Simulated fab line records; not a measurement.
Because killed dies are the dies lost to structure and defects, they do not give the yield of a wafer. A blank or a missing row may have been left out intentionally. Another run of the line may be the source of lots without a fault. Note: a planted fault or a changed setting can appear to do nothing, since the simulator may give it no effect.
Problem report, 8D (eight disciplines) form, completed by code | flow nandHarc | the parts of the form that need people (team, actions taken, sign-off) are left out

1. WHAT IS WRONG
At NHARC_END_SORT_01, killedAtArray averages 629 over 6 wafers from 2 lots, while fault-free wafers read 55, standard deviation 19. That is +30 standard deviations from the usual mean.
The first sign was on wafer L660.3 at day 29 16:59, on prober-02. The record holds 33 wafers of 11 lots with a number at this step. The rule behind "out" and "out of limits": a value lying over 4 standard deviations away from the usual mean. All remaining wafers that have a number are taken as sound.

2. WHAT IT IS AND WHAT IT IS NOT
question                    | is                        | is not
which readings at this step | killedAtArray, killedDies | killedAtOther, killedAtPeriphery, killedShort
which lots                  | L659, L660                | L649, L650, L652, L653, L655, L667, L670, L671, L672
which wafers of those lots  | all that have a number    | -
read on which gauges        | prober-01, prober-02      | -
when                        | from day 29 16:59         | up to then (15 sound wafers); but 12 sound wafers of L667, L670, L671, L672 came after

3. SUSPECTS, AND WHAT RULES EACH OUT
Counting: a tool at any process step up to the reading remains a suspect when it ran all the lots that are out and ran no sound lot after the first of those.
- ruled out: the gauge at NHARC_END_SORT_01. The wafers that are out were read on 2 gauges (prober-01, prober-02).
- rieDiel-02 at NHARC_A_CHANNEL_FILL_D1_ETCHBACK_20 (etches the open film in C4F8/O2/Ar, target depth 27 nm, time 13.5 s): kept. It ran every lot that is out, first L659 (day 14 07:21), and no sound lot after that; its last sound lot up to then is L655 (day 12 11:10). Its own readings are out on those wafers: runLengthS.
- rieDiel-02 at NHARC_A_CHANNEL_FILL_D1_STRIP_28 (strips in O2, time 20 s): kept. It ran every lot that is out, first L659 (day 14 07:25), and no sound lot after that; its last sound lot up to then is L655 (day 12 11:16).
Left after counting: rieDiel-02 at NHARC_A_CHANNEL_FILL_D1_ETCHBACK_20, rieDiel-02 at NHARC_A_CHANNEL_FILL_D1_STRIP_28.

4. THE CAUSE (what the simulator had put in)
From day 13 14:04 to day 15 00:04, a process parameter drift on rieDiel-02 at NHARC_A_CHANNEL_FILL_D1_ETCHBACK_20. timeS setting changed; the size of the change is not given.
After counting, 2 suspects remain, this tool included.

5. SEQUENCE OF EFFECTS, ordered by route
Each row: a reading whose mean over the struck wafers that have a number lies more than 3 standard deviations from the usual. Only readings for which the record gives a usual standard deviation are gone through. hours: the time from each lot's start at the first step in this table that gives one to its start at this step, as a median over the lots. sigmas: the change in usual standard deviations.
hours | step                                | reading       | usual  | on struck wafers | change | sigmas
0     | NHARC_A_CHANNEL_FILL_D1_ETCHBACK_20 | runLengthS    | 34.8 s | 30.0             | -4.8   | -12
368   | NHARC_END_SORT_01                   | killedAtArray | 55     | 629              | +574   | +30
368   | NHARC_END_SORT_01                   | killedDies    | 60     | 634              | +574   | +30
Its process steps:
- NHARC_A_CHANNEL_FILL_D1_ETCHBACK_20: etches the open film in C4F8/O2/Ar, target depth 27 nm, time 13.5 s.

6. HOW IT WOULD HAVE BEEN CAUGHT EARLIER
In this record the first reading out of limits at a measuring or inspecting step was taken at day 29 16:59, 387 hours after the fault began at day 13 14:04.
At NHARC_A_CHANNEL_FILL_D1_ETCHBACK_20, the tool's own readings (runLengthS) were out on each struck wafer the step has a row for, so an alarm limit on them would have fired on the first such wafer.
The start of NHARC_A_CHANNEL_FILL_D1_ETCHBACK_20 on rieDiel-02 came by day 29 16:59 for every one of the lots that are out (2). Tool hold at that time: it would have spared none of them.
